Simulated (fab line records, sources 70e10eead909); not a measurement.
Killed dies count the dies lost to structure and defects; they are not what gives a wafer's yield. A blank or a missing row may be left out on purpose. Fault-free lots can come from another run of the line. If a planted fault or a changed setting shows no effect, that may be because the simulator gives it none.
Matching of chambers | flow nand_harc | NHARC_P_CONTACT_ALD_22 on ald_metal-01 has 4 sister chambers
The step deposits TiN, target thk 3 nm, pulse time 1 s, ald cycles 150. 4 wafers are shown with their chamber, then 7 later ones without.

## WAFERS PAIRED WITH THEIR CHAMBERS
wafer  | chamber | heater_power_outer_w (W)
L080.4 | 0       | 684
L086.2 | 1       | 699
L092.1 | 3       | 596
L092.2 | 2       | 603

## WAFERS WITH NO CHAMBER GIVEN
wafer  | heater_power_outer_w (W)
L092.6 | 691
L093.2 | 589
L093.3 | 599
L093.4 | 673
L095.1 | 608
L095.2 | 693
L095.5 | 683

## THE CHAMBER EACH PASSED THROUGH
wafer  | from the rows above     | in truth
L092.6 | can't be placed: 0 or 1 | 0
L093.2 | can't be placed: 3 or 2 | 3
L093.3 | can't be placed: 3 or 2 | 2
L093.4 | 0                       | 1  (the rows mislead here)
L095.1 | can't be placed: 2 or 3 | 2
L095.2 | can't be placed: 1 or 0 | 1
L095.5 | 0                       | 0
1 of 7 placed correctly. From these rows, 5 cannot be placed; in 5 the true chamber is one of the candidates. 1 placed wrongly.
How it was worked out, from the rows above alone: a wafer's distance from a chamber is the root of the sum, over the readings, of the square of ((its reading less the chamber's mean) divided by the reading's scatter). The wafer belongs to the nearest chamber; if the next one is less than 2 further off, it can't be placed. Each chamber's mean is taken over the wafers shown for it. The scatter: root of mean squared gap, hidden wafer to nearest shown wafer, with one shown wafer a chamber.
